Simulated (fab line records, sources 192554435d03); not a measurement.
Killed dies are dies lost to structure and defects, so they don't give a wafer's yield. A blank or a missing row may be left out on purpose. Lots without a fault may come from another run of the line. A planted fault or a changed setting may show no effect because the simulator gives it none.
Problem report in the 8D (eight disciplines) form, filled by code | flow n5_finfet | the parts of the form that need people (team, actions taken, sign-off) are left out
Where a reading is given only as a bound, like >300, the bound stands for it, and a mean or a difference that rests on one is marked > or <: the true number lies beyond.

1. THE PROBLEM
raw_defect_count at N5_HKMG_FIN_INSPECT_14 reads a mean of >300 on 6 wafers of 2 lots; wafers without a fault read 2.2 with a standard deviation of 1.6. That is +99 or more standard deviations from the usual mean.
The step: inspects for defects (macro).
First seen on wafer L710.1, day 6 16:20, on defect_inspect-01. The record holds 27 wafers of 9 lots with a number at this step. Rule for "out", or "out of limits": more than 4 standard deviations from the usual mean. The other wafers with a number count as sound.

2. WHAT IT IS AND WHAT IT IS NOT
question                    | is                                   | is not
which readings at this step | raw_defect_count                     | -
which lots                  | L710, L712                           | L701, L706, L707, L709, L722, L723, L724
which wafers of those lots  | all that have a number               | -
read on which gauges        | defect_inspect-01, defect_inspect-02 | -
when                        | from day 6 16:20                     | up to then (12 sound wafers); but 9 sound wafers of L722, L723, L724 came after

3. SUSPECTS, AND WHAT RULES EACH OUT
Counting: a tool at a process step up to the reading stays a suspect if it ran every lot that is out and no sound lot after the first of them.
- the gauge at N5_HKMG_FIN_INSPECT_14: ruled out. The wafers that are out were read on 2 gauges (defect_inspect-01, defect_inspect-02).
- rie_diel-03 at N5_HKMG_FIN_STRIP_57 (strips in CF4): ruled out as a lasting fault. Sound lots L724 ran on it after its first lot that is out, L710 (day 6 13:21).
- wet_bench-05 at N5_HKMG_FIN_WET_ETCH_76 (etches Al2O3 in dNH4OH, stops on La2O3, target depth 2.25 nm, rinse time 30 s): ruled out as a lasting fault. Sound lots L722, L723, L724 ran on it after its first lot that is out, L710 (day 6 13:53).
- thermal_cvd_si-01 at N5_HKMG_FIN_CVD_62 (deposits a-Si from Si2H6, target thk 3 nm, time 20.8 s): ruled out as a lasting fault. Sound lots L722, L724 ran on it after its first lot that is out, L710 (day 6 14:48).
Left after counting: nothing in the record.

4. THE CAUSE (what the simulator had put in)
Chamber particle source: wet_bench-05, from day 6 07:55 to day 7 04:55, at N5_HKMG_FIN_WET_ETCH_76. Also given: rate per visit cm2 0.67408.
Counting ruled it out, wrongly: the rule takes a fault to strike every lot that its tool runs from its start on, and this one did not.

5. THE CHAIN OF EFFECTS, in route order
Each row: a reading whose mean over the struck wafers that have a number lies more than 3 standard deviations from the usual. Only readings for which the record gives a usual standard deviation are gone through. hours: the time from each lot's start at the first step in this table that gives one to its start at this step, as a median over the lots. sigmas: the change in usual standard deviations.
hours | step                    | reading              | usual  | on struck wafers | change | sigmas
0     | N5_HKMG_FIN_INSPECT_14  | raw_defect_count     | 2.2    | >300             | >+298  | +99 or more
191   | N5_PASSIVATION_PROBE_49 | defect_limited_yield | 91.3 % | 83.8             | -7.5   | -5.0
191   | N5_PASSIVATION_PROBE_49 | killed_at_front_end  | 40     | 130              | +90    | +8.9
191   | N5_PASSIVATION_PROBE_49 | killed_dies          | 103    | 192              | +89    | +5.2
191   | N5_PASSIVATION_PROBE_49 | sort_bin_5_function  | 5.0 %  | 10.2             | +5.2   | +5.3
191   | N5_PASSIVATION_PROBE_49 | sort_n_pass          | 1077   | 988              | -89    | -5.2
191   | N5_PASSIVATION_PROBE_49 | sort_yield_pct       | 91.3 % | 83.8             | -7.5   | -5.0
The process steps in it:
- N5_PASSIVATION_PROBE_49
Later measuring or inspecting steps at which every struck wafer that the step has a row for has a number for every such reading, and none has moved that far: N5_BEOL_M4_RC_MEAS_101.

6. WHAT WOULD HAVE CAUGHT IT SOONER
In this record the first reading out of limits at a measuring or inspecting step was taken at day 6 16:20, 8 hours after the fault began at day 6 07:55.
